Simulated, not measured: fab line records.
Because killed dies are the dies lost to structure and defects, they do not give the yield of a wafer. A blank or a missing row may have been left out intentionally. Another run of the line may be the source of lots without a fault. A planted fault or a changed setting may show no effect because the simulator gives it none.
Chamber matching :: flow n5Finfet :: aldSin-02 running N5_BEOL_M4_ALD_98: 4 sister chambers
The step deposits SiO2, target thk 2.5 nm, pulse time 1 s, co reactant pulse time 1 s. 20 wafers are shown with their chamber, then 10 later ones without.

== WAFERS WITH THEIR CHAMBER ==
wafer: L075.2
chamber: 0
heaterPowerW (W): 91
precursorPulseHeightRel: 0.994

wafer: L075.4
chamber: 2
heaterPowerW (W): 85
precursorPulseHeightRel: 0.955

wafer: L075.6
chamber: 1
heaterPowerW (W): 77
precursorPulseHeightRel: 1.000

wafer: L077.1
chamber: 2
heaterPowerW (W): 83
precursorPulseHeightRel: 0.991

wafer: L077.3
chamber: 3
heaterPowerW (W): 75
precursorPulseHeightRel: 1.021

wafer: L077.5
chamber: 3
heaterPowerW (W): 74
precursorPulseHeightRel: 0.971

wafer: L084.1
chamber: 3
heaterPowerW (W): 74
precursorPulseHeightRel: 1.010

wafer: L084.3
chamber: 1
heaterPowerW (W): 78
precursorPulseHeightRel: 1.000

wafer: L084.6
chamber: 0
heaterPowerW (W): 93
precursorPulseHeightRel: 1.002

wafer: L083.1
chamber: 3
heaterPowerW (W): 75
precursorPulseHeightRel: 0.984

wafer: L083.5
chamber: 3
heaterPowerW (W): 74
precursorPulseHeightRel: 0.995

wafer: L083.6
chamber: 2
heaterPowerW (W): 87
precursorPulseHeightRel: 1.003

wafer: L086.3
chamber: 2
heaterPowerW (W): 85
precursorPulseHeightRel: 1.020

wafer: L086.4
chamber: 0
heaterPowerW (W): 89
precursorPulseHeightRel: 0.958

wafer: L086.5
chamber: 3
heaterPowerW (W): 73
precursorPulseHeightRel: 0.979

wafer: L090.2
chamber: 3
heaterPowerW (W): 76
precursorPulseHeightRel: 1.018

wafer: L090.3
chamber: 2
heaterPowerW (W): 87
precursorPulseHeightRel: 1.026

wafer: L090.4
chamber: 1
heaterPowerW (W): 76
precursorPulseHeightRel: 0.988

wafer: L091.3
chamber: 3
heaterPowerW (W): 75
precursorPulseHeightRel: 0.999

wafer: L091.5
chamber: 3
heaterPowerW (W): 75
precursorPulseHeightRel: 0.992

SIGNATURES (means of the wafers above)
reading: heaterPowerW
chamber 0: 91.00
chamber 1: 77.00
chamber 2: 85.40
chamber 3: 74.56
scatter within a chamber: 1.31

reading: precursorPulseHeightRel
chamber 0: 0.98467
chamber 1: 0.99600
chamber 2: 0.99900
chamber 3: 0.99656
scatter within a chamber: 0.0206
Rule: for a wafer and a chamber, the distance is found by dividing, reading by reading, the gap between the wafer's reading and the chamber's mean by the reading's scatter, squaring, summing and taking the root. The wafer belongs to the nearest chamber; if the next one is less than 2 further off, it can't be placed. The scatter is the square root of a quotient: the sum, over the shown wafers, of each reading's squared deviation from its chamber's mean, divided by wafers minus chambers.

== WAFERS MISSING THEIR CHAMBER ==
wafer: L091.6
heaterPowerW (W): 86
precursorPulseHeightRel: 1.000

wafer: L092.2
heaterPowerW (W): 74
precursorPulseHeightRel: 1.024

wafer: L092.5
heaterPowerW (W): 74
precursorPulseHeightRel: 0.990

wafer: L092.6
heaterPowerW (W): 85
precursorPulseHeightRel: 0.960

wafer: L094.1
heaterPowerW (W): 86
precursorPulseHeightRel: 0.995

wafer: L094.5
heaterPowerW (W): 89
precursorPulseHeightRel: 1.006

wafer: L094.6
heaterPowerW (W): 86
precursorPulseHeightRel: 0.996

wafer: L097.1
heaterPowerW (W): 80
precursorPulseHeightRel: 1.033

wafer: L097.2
heaterPowerW (W): 86
precursorPulseHeightRel: 0.978

wafer: L097.3
heaterPowerW (W): 89
precursorPulseHeightRel: 1.011

== EACH ONE'S CHAMBER ==
wafer: L091.6
from the rows above: 2
in truth: 2

wafer: L092.2
from the rows above: can't be placed: 3 or 1
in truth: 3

wafer: L092.5
from the rows above: can't be placed: 3 or 1
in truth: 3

wafer: L092.6
from the rows above: 2
in truth: 2

wafer: L094.1
from the rows above: 2
in truth: 2

wafer: L094.5
from the rows above: can't be placed: 0 or 2
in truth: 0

wafer: L094.6
from the rows above: 2
in truth: 2

wafer: L097.1
from the rows above: can't be placed: 1 or 2 or 3
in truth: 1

wafer: L097.2
from the rows above: 2
in truth: 2

wafer: L097.3
from the rows above: can't be placed: 0 or 2
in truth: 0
Correct placement for 5 of the 10. Not placeable from these rows: 5 (in 5, the candidates include the true chamber). Wrongly placed: 0.
